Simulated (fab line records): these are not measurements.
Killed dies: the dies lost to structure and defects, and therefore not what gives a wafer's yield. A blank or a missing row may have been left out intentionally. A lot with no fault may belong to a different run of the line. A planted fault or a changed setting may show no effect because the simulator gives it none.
Which tool was responsible? | flow nandHarc | 24 lots, 72 wafers sampled, at 6 steps of a route of 1302

== WHAT THE GAUGES SHOWED, per wafer ==
The record lacks any reading of a measuring or inspecting step that a usual standard deviation could be used to judge.

== TOOL THAT RAN EACH LOT (tool first, then ch and the chambers of the sampled wafers, then the start) ==
lot  | NHARC_A_CONTACT_ETCH_48           | NHARC_A_CONTACT_ETCH_49                      | NHARC_A_CONTACT_ETCH_116           | NHARC_A_CONTACT_ETCH_117           | NHARC_A_CONTACT_ETCH_75           | NHARC_A_CONTACT_ETCH_131
L074 | rieDiel-06 ch 0,1,3, day 22 07:26 | rieDiel-06 ch 1,2,3, day 22 10:05 or earlier | harCapEtch-03 ch 0,1, day 22 10:05 | harCapEtch-03 ch 0,1, day 22 10:15 | rieDiel-06 ch 0,2, day 22 18:37   | harCapEtch-02 ch 1, day 22 21:28
L075 | rieDiel-13 ch 0,1,2, day 22 07:44 | rieDiel-13 ch 1,2,3, day 22 10:27 or earlier | harCapEtch-02 ch 0,1, day 22 10:27 | harCapEtch-02 ch 0,1, day 22 10:37 | rieDiel-04 ch 0,1,2, day 22 18:58 | harCapEtch-01 ch 0,1, day 22 22:27
L077 | rieDiel-04 ch 0,1,3, day 22 13:33 | rieDiel-04 ch 2,3, day 22 16:15 or earlier   | harCapEtch-01 ch 0,1, day 22 16:15 | harCapEtch-01 ch 0,1, day 22 16:25 | rieDiel-04 ch 1,2,3, day 23 02:43 | harCapEtch-03 ch 0,1, day 23 05:31
L076 | rieDiel-13 ch 0,1,2, day 22 13:41 | rieDiel-13 ch 1,2,3, day 22 16:19 or earlier | harCapEtch-03 ch 0,1, day 22 16:19 | harCapEtch-03 ch 0,1, day 22 16:29 | rieDiel-06 ch 1,2,3, day 23 03:00 | harCapEtch-02 ch 0,1, day 23 05:43
L079 | rieDiel-06 ch 0,1,3, day 23 04:55 | rieDiel-06 ch 0,1,2, day 23 07:34 or earlier | harCapEtch-01 ch 0,1, day 23 07:34 | harCapEtch-01 ch 0,1, day 23 07:44 | rieDiel-04 ch 0,2,3, day 23 15:14 | harCapEtch-02 ch 0,1, day 23 17:58
L078 | rieDiel-13 ch 0,1,2, day 23 06:48 | rieDiel-13 ch 0,1,2, day 23 10:04 or earlier | harCapEtch-02 ch 0,1, day 23 10:04 | harCapEtch-02 ch 0,1, day 23 10:14 | rieDiel-13 ch 0,1,3, day 23 18:31 | harCapEtch-01 ch 0,1, day 23 21:14
L080 | rieDiel-06 ch 0,1,2, day 23 22:37 | rieDiel-06 ch 0,3, day 24 01:15 or earlier   | harCapEtch-02 ch 0,1, day 24 01:15 | harCapEtch-02 ch 0,1, day 24 01:25 | rieDiel-04 ch 2,3, day 24 23:41   | harCapEtch-02 ch 0,1, day 25 02:26
L081 | rieDiel-13 ch 0,2,3, day 24 03:02 | rieDiel-13 ch 0,3, day 24 05:41 or earlier   | harCapEtch-03 ch 0,1, day 24 05:41 | harCapEtch-03 ch 0,1, day 24 05:51 | rieDiel-06 ch 2,3, day 24 23:50   | harCapEtch-01 ch 0,1, day 25 02:36
L083 | rieDiel-13 ch 0,1,2, day 24 23:50 | rieDiel-13 ch 0,3, day 25 02:29 or earlier   | harCapEtch-03 ch 0,1, day 25 02:29 | harCapEtch-03 ch 0,1, day 25 02:40 | rieDiel-04 ch 0,1,2, day 25 11:32 | harCapEtch-02 ch 0,1, day 25 14:27
L082 | rieDiel-06 ch 1,2,3, day 25 08:41 | rieDiel-06 ch 1,2,3, day 25 11:17 or earlier | harCapEtch-01 ch 0,1, day 25 11:17 | harCapEtch-01 ch 0,1, day 25 11:27 | rieDiel-04 ch 0,1, day 25 20:32   | harCapEtch-03 ch 0,1, day 25 23:14
L084 | rieDiel-04 ch 0,1,2, day 26 03:13 | rieDiel-04 ch 0,1, day 26 05:50 or earlier   | harCapEtch-02 ch 1, day 26 05:50   | harCapEtch-02 ch 1, day 26 06:00   | rieDiel-04 ch 0,1,3, day 26 14:41 | harCapEtch-02 ch 0,1, day 26 17:54
L086 | rieDiel-04 ch 1,2, day 26 12:07   | rieDiel-04 ch 0,1,2, day 26 14:48 or earlier | harCapEtch-01 ch 0,1, day 26 14:48 | harCapEtch-01 ch 0,1, day 26 14:58 | rieDiel-04 ch 0,1, day 26 22:10   | harCapEtch-01 ch 0,1, day 27 00:57
L085 | rieDiel-13 ch 0,1,3, day 26 12:26 | rieDiel-13 ch 0,2,3, day 26 15:04 or earlier | harCapEtch-03 ch 0,1, day 26 15:04 | harCapEtch-03 ch 0,1, day 26 15:14 | rieDiel-06 ch 1,2,3, day 26 23:36 | harCapEtch-03 ch 0,1, day 27 02:18
L087 | rieDiel-04 ch 0,1, day 28 03:54   | rieDiel-04 ch 1,3, day 28 07:11 or earlier   | harCapEtch-01 ch 0,1, day 28 07:11 | harCapEtch-01 ch 0,1, day 28 07:21 | rieDiel-04 ch 0,2, day 28 15:16   | harCapEtch-03 ch 0,1, day 28 18:59
L089 | rieDiel-06 ch 0,2,3, day 28 04:16 | rieDiel-06 ch 2,3, day 28 06:52 or earlier   | harCapEtch-03 ch 0,1, day 28 06:52 | harCapEtch-03 ch 0,1, day 28 07:02 | rieDiel-04 ch 1,2,3, day 28 14:53 | harCapEtch-02 ch 0,1, day 28 17:45
L090 | rieDiel-04 ch 1,3, day 28 04:19   | rieDiel-04 ch 1,3, day 28 08:17 or earlier   | harCapEtch-02 ch 0,1, day 28 08:17 | harCapEtch-02 ch 0,1, day 28 08:27 | rieDiel-04 ch 0,3, day 28 18:13   | harCapEtch-01 ch 1, day 28 20:57
L091 | rieDiel-04 ch 0,1,3, day 28 08:10 | rieDiel-04 ch 0,1, day 28 10:56 or earlier   | harCapEtch-03 ch 0,1, day 28 10:56 | harCapEtch-03 ch 0,1, day 28 11:06 | rieDiel-13 ch 0,1, day 28 18:30   | harCapEtch-02 ch 0,1, day 28 21:43
L088 | rieDiel-13 ch 0,1,2, day 28 08:21 | rieDiel-13 ch 1,2,3, day 28 11:01 or earlier | harCapEtch-01 ch 0,1, day 28 11:01 | harCapEtch-01 ch 0,1, day 28 11:11 | rieDiel-13 ch 1,3, day 28 20:02   | harCapEtch-03 ch 0,1, day 28 23:16
L093 | rieDiel-04 ch 1,2, day 29 01:37   | rieDiel-04 ch 1,2,3, day 29 04:18 or earlier | harCapEtch-02 ch 0,1, day 29 04:18 | harCapEtch-02 ch 0,1, day 29 04:28 | rieDiel-04 ch 0,1,3, day 29 19:56 | harCapEtch-03 ch 0,1, day 29 22:44
L092 | rieDiel-13 ch 2,3, day 29 19:13   | rieDiel-13 ch 0,2,3, day 29 21:57 or earlier | harCapEtch-01 ch 0,1, day 29 21:57 | harCapEtch-01 ch 0,1, day 29 22:07 | rieDiel-04 ch 2,3, day 30 06:32   | harCapEtch-03 ch 0,1, day 30 09:20
L097 | rieDiel-04 ch 1,3, day 31 06:19   | rieDiel-04 ch 1,3, day 31 08:56 or earlier   | harCapEtch-02 ch 0,1, day 31 08:56 | harCapEtch-02 ch 0,1, day 31 09:06 | rieDiel-13 ch 0,3, day 31 16:33   | harCapEtch-03 ch 0,1, day 31 19:16
L095 | rieDiel-13 ch 1,2,3, day 31 07:01 | rieDiel-13 ch 2,3, day 31 09:37 or earlier   | harCapEtch-03 ch 0,1, day 31 09:37 | harCapEtch-03 ch 0,1, day 31 09:47 | rieDiel-13 ch 0,2,3, day 31 18:52 | harCapEtch-02 ch 0,1, day 31 21:35
L096 | rieDiel-13 ch 0,1,2, day 31 11:25 | rieDiel-13 ch 0,2, day 31 14:23 or earlier   | harCapEtch-01 ch 0,1, day 31 14:23 | harCapEtch-01 ch 0,1, day 31 14:37 | rieDiel-04 ch 0,2, day 32 03:17   | harCapEtch-02 ch 0, day 32 06:16
L094 | rieDiel-06 ch 0,2,3, day 31 11:37 | rieDiel-06 ch 0,3, day 31 14:35 or earlier   | harCapEtch-02 ch 0,1, day 31 14:35 | harCapEtch-02 ch 0,1, day 31 14:46 | rieDiel-04 ch 0,2,3, day 32 00:07 | harCapEtch-01 ch 0,1, day 32 02:49
- NHARC_A_CONTACT_ETCH_48: etches the open film in CF4, target depth 39 nm, time 65 s.
- NHARC_A_CONTACT_ETCH_49: etches the open film in N2/H2, target depth 260 nm, time 475.3 s.
- NHARC_A_CONTACT_ETCH_116: etches the open film in C4F8/O2/Ar, time 190 s, target depth 1850 nm.
- NHARC_A_CONTACT_ETCH_117: etches the open film in C4F8/O2/Ar, time 190 s, target depth 1850 nm.
- NHARC_A_CONTACT_ETCH_75: etches the open film in CF4, target depth 39 nm, time 65 s.
- NHARC_A_CONTACT_ETCH_131: etches the open film in C4F8/O2/Ar, time 197 s, target depth 1918 nm.

== WHAT THE TOOLS THEMSELVES READ (means of the sampled wafers that have a number; where no wafer has one, the mark that the record gives instead) ==
NHARC_A_CONTACT_ETCH_48. Usual: drypumpMotorCurrentA 5.8 A, standard deviation 0.36; oesProductAu 1.001 a.u., standard deviation 0.0072; rfFwdPowerW 297.4 W, standard deviation 1; rfVppV 151.3 V, standard deviation 1.2; showerheadPlenumPTorr 1.77 Torr, standard deviation 0.073; throttleValvePct 13.285 %, standard deviation 0.0085.
lot  | tool       | drypumpMotorCurrentA (A) | oesProductAu (a.u.) | rfFwdPowerW (W) | rfVppV (V) | showerheadPlenumPTorr (Torr) | throttleValvePct (%) | flag
L074 | rieDiel-06 | 5.9                      | 1.010               | 297.4           | 151.8      | 1.80                         | 13.287               | 
L075 | rieDiel-13 | 5.7                      | 0.994               | 298.3           | 151.1      | 1.80                         | 13.289               | 
L077 | rieDiel-04 | 5.8                      | 1.001               | 297.0           | 151.2      | 1.77                         | 13.288               | 
L076 | rieDiel-13 | 5.7                      | 0.996               | 296.6           | 152.1      | 1.80                         | 13.286               | 
L079 | rieDiel-06 | 5.9                      | 1.014               | 297.5           | 151.7      | 1.80                         | 13.289               | 
L078 | rieDiel-13 | 5.7                      | 0.990               | 297.3           | 151.5      | 1.80                         | 13.285               | 
L080 | rieDiel-06 | 5.9                      | 1.002               | 297.8           | 151.3      | 1.80                         | 13.280               | 
L081 | rieDiel-13 | 5.9                      | 0.999               | 296.9           | 151.6      | 1.83                         | 13.290               | 
L083 | rieDiel-13 | 5.7                      | 1.004               | 297.4           | 152.6      | 1.79                         | 13.288               | 
L082 | rieDiel-06 | 5.5                      | 1.008               | 296.5           | 150.3      | 1.76                         | 13.291               | 
L084 | rieDiel-04 | 5.9                      | 0.998               | 297.5           | 150.4      | 1.72                         | 13.285               | 
L086 | rieDiel-04 | 6.0                      | 0.996               | 297.9           | 150.2      | 1.71                         | 13.281               | 
L085 | rieDiel-13 | 5.7                      | 1.002               | 296.4           | 151.7      | 1.79                         | 13.286               | 
L087 | rieDiel-04 | 5.7                      | 0.994               | 297.0           | 151.6      | 1.76                         | 13.290               | 
L089 | rieDiel-06 | 5.7                      | 1.005               | 297.6           | 151.9      | 1.72                         | 13.283               | 
L090 | rieDiel-04 | 5.8                      | 0.996               | 297.2           | 151.4      | 1.80                         | 13.284               | 
L091 | rieDiel-04 | 5.8                      | 1.000               | 297.4           | 151.4      | 1.77                         | 13.279               | 
L088 | rieDiel-13 | 5.7                      | 0.998               | 296.9           | 151.4      | 1.79                         | 13.284               | 
L093 | rieDiel-04 | 5.9                      | 0.994               | 298.2           | 150.9      | 1.75                         | 13.292               | 
L092 | rieDiel-13 | 6.2                      | 0.999               | 296.7           | 151.1      | 1.79                         | 13.293               | 
L097 | rieDiel-04 | 5.7                      | 0.999               | 298.9           | 152.1      | 1.79                         | 13.283               | 
L095 | rieDiel-13 | 6.0                      | 0.996               | 297.6           | 151.2      | 1.76                         | 13.280               | 
L096 | rieDiel-13 | 5.7                      | 1.001               | 297.4           | 151.3      | 1.78                         | 13.289               | 
L094 | rieDiel-06 | 5.7                      | 1.001               | 297.9           | 150.4      | 1.72                         | 13.283               | 

NHARC_A_CONTACT_ETCH_49. Usual: drypumpMotorCurrentA 5.8 A, standard deviation 0.35; oesProductAu 0.999 a.u., standard deviation 0.008; rfFwdPowerW 399.4 W, standard deviation 1.1; rfVppV 430.9 V, standard deviation 2.8; showerheadPlenumPTorr 2.05 Torr, standard deviation 0.094; throttleValvePct 14.172 %, standard deviation 0.0091.
lot  | tool       | drypumpMotorCurrentA (A) | oesProductAu (a.u.) | rfFwdPowerW (W) | rfVppV (V) | showerheadPlenumPTorr (Torr) | throttleValvePct (%) | flag
L074 | rieDiel-06 | 5.5                      | 1.011               | 400.7           | 430.2      | 2.04                         | 14.177               | 
L075 | rieDiel-13 | 6.0                      | 0.993               | 399.5           | 430.4      | 2.05                         | 14.169               | 
L077 | rieDiel-04 | 5.9                      | 0.999               | 397.9           | 429.8      | 2.04                         | 14.177               | 
L076 | rieDiel-13 | 6.0                      | 1.000               | 400.0           | 431.4      | 2.05                         | 14.171               | 
L079 | rieDiel-06 | 5.9                      | 1.003               | 399.1           | 431.6      | 2.08                         | 14.165               | 
L078 | rieDiel-13 | 5.8                      | 0.997               | 400.1           | 431.7      | 2.08                         | 14.179               | 
L080 | rieDiel-06 | 6.1                      | 1.007               | 398.9           | 431.1      | 2.04                         | 14.168               | 
L081 | rieDiel-13 | 5.7                      | 0.996               | 400.0           | 434.2      | 2.16                         | 14.170               | 
L083 | rieDiel-13 | 5.7                      | 1.003               | 399.0           | 433.6      | 2.16                         | 14.173               | 
L082 | rieDiel-06 | 5.5                      | 1.009               | 399.6           | 430.9      | 2.03                         | 14.166               | 
L084 | rieDiel-04 | 5.8                      | 0.996               | 399.5           | 429.9      | 2.00                         | 14.176               | 
L086 | rieDiel-04 | 5.9                      | 0.999               | 398.6           | 429.7      | 1.98                         | 14.169               | 
L085 | rieDiel-13 | 5.9                      | 1.004               | 399.8           | 432.8      | 2.12                         | 14.172               | 
L087 | rieDiel-04 | 5.7                      | 0.993               | 399.6           | 431.8      | 2.07                         | 14.185               | 
L089 | rieDiel-06 | 5.3                      | 1.007               | 399.9           | 427.3      | 1.92                         | 14.176               | 
L090 | rieDiel-04 | 5.8                      | 0.998               | 399.8           | 431.4      | 2.08                         | 14.172               | 
L091 | rieDiel-04 | 5.8                      | 0.999               | 399.7           | 428.3      | 1.99                         | 14.172               | 
L088 | rieDiel-13 | 6.0                      | 0.995               | 399.9           | 430.3      | 2.03                         | 14.178               | 
L093 | rieDiel-04 | 5.9                      | 0.995               | 399.4           | 430.3      | 2.02                         | 14.171               | 
L092 | rieDiel-13 | 6.0                      | 0.998               | 399.6           | 432.2      | 2.11                         | 14.165               | 
L097 | rieDiel-04 | 5.8                      | 1.001               | 400.1           | 431.6      | 2.08                         | 14.172               | 
L095 | rieDiel-13 | 6.3                      | 0.995               | 399.7           | 432.5      | 2.08                         | 14.180               | 
L096 | rieDiel-13 | 5.9                      | 0.992               | 398.9           | 432.3      | 2.10                         | 14.166               | 
L094 | rieDiel-06 | 6.1                      | 0.993               | 401.0           | 430.2      | 2.03                         | 14.168               | 

NHARC_A_CONTACT_ETCH_75. Usual: drypumpMotorCurrentA 5.9 A, standard deviation 0.3; oesProductAu 1.001 a.u., standard deviation 0.0071; rfFwdPowerW 297.6 W, standard deviation 1; rfVppV 151.2 V, standard deviation 1.1; showerheadPlenumPTorr 1.76 Torr, standard deviation 0.07; throttleValvePct 13.283 %, standard deviation 0.0097.
lot  | tool       | drypumpMotorCurrentA (A) | oesProductAu (a.u.) | rfFwdPowerW (W) | rfVppV (V) | showerheadPlenumPTorr (Torr) | throttleValvePct (%) | flag
L074 | rieDiel-06 | 6.1                      | 1.008               | 298.2           | 151.4      | 1.77                         | 13.283               | 
L075 | rieDiel-04 | 5.9                      | 0.999               | 297.6           | 151.1      | 1.72                         | 13.276               | 
L077 | rieDiel-04 | 5.9                      | 1.006               | 298.0           | 151.3      | 1.76                         | 13.281               | 
L076 | rieDiel-06 | 5.5                      | 1.008               | 297.3           | 151.0      | 1.76                         | 13.277               | 
L079 | rieDiel-04 | 5.9                      | 0.994               | 297.1           | 150.4      | 1.73                         | 13.275               | 
L078 | rieDiel-13 | 5.8                      | 1.000               | 297.8           | 151.6      | 1.80                         | 13.283               | 
L080 | rieDiel-04 | 5.9                      | 1.003               | 297.4           | 152.3      | 1.76                         | 13.287               | 
L081 | rieDiel-06 | 5.4                      | 1.004               | 297.4           | 150.7      | 1.69                         | 13.280               | 
L083 | rieDiel-04 | 5.9                      | 1.002               | 297.8           | 151.2      | 1.72                         | 13.285               | 
L082 | rieDiel-04 | 5.8                      | 0.997               | 297.2           | 151.3      | 1.74                         | 13.280               | 
L084 | rieDiel-04 | 5.7                      | 0.997               | 298.5           | 151.1      | 1.77                         | 13.277               | 
L086 | rieDiel-04 | 5.8                      | 1.000               | 297.6           | 151.0      | 1.74                         | 13.282               | 
L085 | rieDiel-06 | 5.5                      | 0.999               | 297.3           | 150.9      | 1.76                         | 13.275               | 
L087 | rieDiel-04 | 5.9                      | 0.996               | 296.9           | 149.6      | 1.70                         | 13.280               | 
L089 | rieDiel-04 | 5.9                      | 1.001               | 298.0           | 151.3      | 1.76                         | 13.287               | 
L090 | rieDiel-04 | 5.8                      | 1.003               | 296.9           | 150.8      | 1.74                         | 13.295               | 
L091 | rieDiel-13 | 5.5                      | 0.999               | 297.5           | 151.2      | 1.82                         | 13.283               | 
L088 | rieDiel-13 | 5.8                      | 1.000               | 297.0           | 150.6      | 1.73                         | 13.280               | 
L093 | rieDiel-04 | 5.7                      | 1.007               | 297.1           | 152.1      | 1.77                         | 13.292               | 
L092 | rieDiel-04 | 5.9                      | 1.002               | 297.1           | 150.9      | 1.76                         | 13.296               | 
L097 | rieDiel-13 | 5.9                      | 1.009               | 296.7           | 152.4      | 1.82                         | 13.287               | 
L095 | rieDiel-13 | 5.9                      | 0.992               | 297.4           | 151.6      | 1.82                         | 13.288               | 
L096 | rieDiel-04 | 5.9                      | 0.996               | 296.5           | 150.7      | 1.69                         | 13.281               | 
L094 | rieDiel-04 | 5.9                      | 1.002               | 297.6           | 150.6      | 1.72                         | 13.281               | 

== THE ANSWER, worked out from the rows above alone ==
Rule: lot off if the mean of its wafers having a number is beyond 3 standard deviations from the usual mean. Also off: a lot with no number at a reading for which 4 or more lots have one. All remaining lots with rows at the step are treated as sound. The gauges are gone through in route order, then the tools' own readings, and for those a lot's mean is taken as printed above. The first step at which some lot is off is used, and at that step the reading that is off furthest; a lot without a number counts as furthest.
Nothing can be told from this: no lot is off at any reading shown.

== WHAT HAD BEEN PUT IN BY THE SIMULATOR ==
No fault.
